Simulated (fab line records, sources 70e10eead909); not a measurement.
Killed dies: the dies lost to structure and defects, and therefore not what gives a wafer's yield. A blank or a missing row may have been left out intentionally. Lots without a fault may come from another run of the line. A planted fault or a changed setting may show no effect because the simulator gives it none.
Chamber matching | flow nandHarc | NHARC_P_M2_PRE_CLEAN_32 on pecvd-04: 3 sister chambers
The step time 12 s. 27 wafers are shown with their chamber, then 12 later ones without.

== WAFERS, EACH WITH ITS CHAMBER ==
wafer  | chamber | heaterPowerW (W) | heaterPowerOuterW (W)
L074.1 | 0       | 537              | 276
L074.5 | 2       | 731              | 427
L074.6 | 0       | 524              | 288
L075.2 | 0       | 537              | 288
L075.3 | 2       | 738              | 432
L075.4 | 0       | 550              | 293
L077.2 | 1       | 645              | 341
L077.3 | 2       | 615              | 333
L077.5 | 1       | 667              | 341
L080.1 | 0       | 641              | 356
L080.2 | 2       | 627              | 351
L080.6 | 0       | 648              | 357
L081.2 | 1       | 704              | 376
L081.3 | 2       | 642              | 359
L081.5 | 2       | 655              | 361
L083.2 | 1       | 721              | 398
L083.5 | 0       | 616              | 345
L083.6 | 2       | 649              | 370
L089.2 | 2       | 722              | 405
L089.3 | 1       | 724              | 387
L089.6 | 0       | 568              | 314
L090.1 | 1       | 701              | 382
L090.3 | 0       | 573              | 336
L090.5 | 0       | 598              | 339
L091.2 | 1       | 770              | 424
L091.3 | 2       | 692              | 391
L091.4 | 0       | 546              | 307

SIGNATURES, as means of the wafers listed above
reading           | chamber 0 | chamber 1 | chamber 2 | scatter within a chamber
heaterPowerW      | 576.18    | 704.57    | 674.56    | 44
heaterPowerOuterW | 318.09    | 378.43    | 381.00    | 31.5
Rule: distance of a wafer from a chamber = root of the sum over the readings of ((wafer's reading minus chamber's mean) / reading's scatter) squared. The wafer belongs to the nearest chamber; if the next one is less than 2 further off, it can't be placed. The scatter: take each reading less its chamber's mean, square it, sum over the shown wafers, divide by the number of wafers less the number of chambers, and take the root.

== WAFERS WITH NO CHAMBER GIVEN ==
wafer  | heaterPowerW (W) | heaterPowerOuterW (W)
L092.1 | 675              | 372
L092.2 | 724              | 407
L092.4 | 663              | 369
L095.2 | 732              | 421
L095.3 | 765              | 434
L095.6 | 707              | 418
L097.2 | 739              | 423
L097.3 | 727              | 386
L097.5 | 751              | 443
L096.3 | 695              | 378
L096.4 | 551              | 301
L096.6 | 690              | 375

== EACH ONE'S CHAMBER ==
wafer  | from the rows above     | in truth
L092.1 | can't be placed: 2 or 1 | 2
L092.2 | can't be placed: 1 or 2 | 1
L092.4 | can't be placed: 2 or 1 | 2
L095.2 | can't be placed: 1 or 2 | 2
L095.3 | can't be placed: 1 or 2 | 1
L095.6 | can't be placed: 1 or 2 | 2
L097.2 | can't be placed: 1 or 2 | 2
L097.3 | can't be placed: 1 or 2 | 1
L097.5 | can't be placed: 1 or 2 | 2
L096.3 | can't be placed: 1 or 2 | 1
L096.4 | 0                       | 0
L096.6 | can't be placed: 1 or 2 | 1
1 of 12 placed correctly. Not placeable from these rows: 11 (in 11, the candidates include the true chamber). Placed wrongly: 0.
